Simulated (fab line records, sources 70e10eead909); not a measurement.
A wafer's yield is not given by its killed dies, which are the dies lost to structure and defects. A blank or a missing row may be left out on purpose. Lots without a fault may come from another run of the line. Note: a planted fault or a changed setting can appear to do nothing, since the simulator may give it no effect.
Matching of chambers ; flow nand harc ; 3 sister chambers for NHARC_A_STAIRCASE_DEP_417 on pecvd-02
The step deposits Si3N4, target thk 60 nm. 6 wafers are shown with their chamber, then 12 later ones without.

## WAFERS WITH THEIR CHAMBER
wafer;chamber;showerhead vpp V (V);heater power w (W)
L082.4;2;1340;657
L087.4;2;1319;653
L087.6;0;1255;615
L089.2;1;1336;693
L089.4;1;1326;694
L089.6;0;1235;669

## WAFERS WHOSE CHAMBER IS MISSING
wafer;showerhead vpp V (V);heater power w (W)
L090.1;1338;794
L090.3;1251;671
L090.4;1351;578
L093.2;1315;821
L093.4;1250;651
L093.5;1374;621
L092.3;1323;605
L092.4;1338;600
L092.5;1331;782
L095.3;1331;741
L095.4;1233;658
L095.5;1325;737

## THE CHAMBER EACH PASSED THROUGH
wafer;from the rows above;in truth
L090.1;can't be placed: 1 or 2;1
L090.3;0;0
L090.4;can't be placed: 2 or 1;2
L093.2;can't be placed: 1 or 2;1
L093.4;0;0
L093.5;can't be placed: 2 or 1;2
L092.3;can't be placed: 2 or 1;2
L092.4;can't be placed: 2 or 1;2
L092.5;can't be placed: 1 or 2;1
L095.3;can't be placed: 1 or 2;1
L095.4;0;0
L095.5;can't be placed: 1 or 2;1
3 of 12 placed correctly. Unplaceable from these rows: 9, with the true chamber sitting among the candidates in 9. Wrongly placed: 0.
How it was worked out, from the rows above alone: a wafer's distance from a chamber is the root of the sum, over the readings, of the square of ((its reading less the chamber's mean) divided by the reading's scatter). If the next closest chamber is less than 2 further off than the closest, the wafer can't be placed; otherwise it belongs to the closest. For every chamber, the mean is computed from those of its wafers that are shown. The scatter: the root of (the sum of the squares of (reading less its chamber's mean) over the shown wafers, divided by (wafers less chambers)).
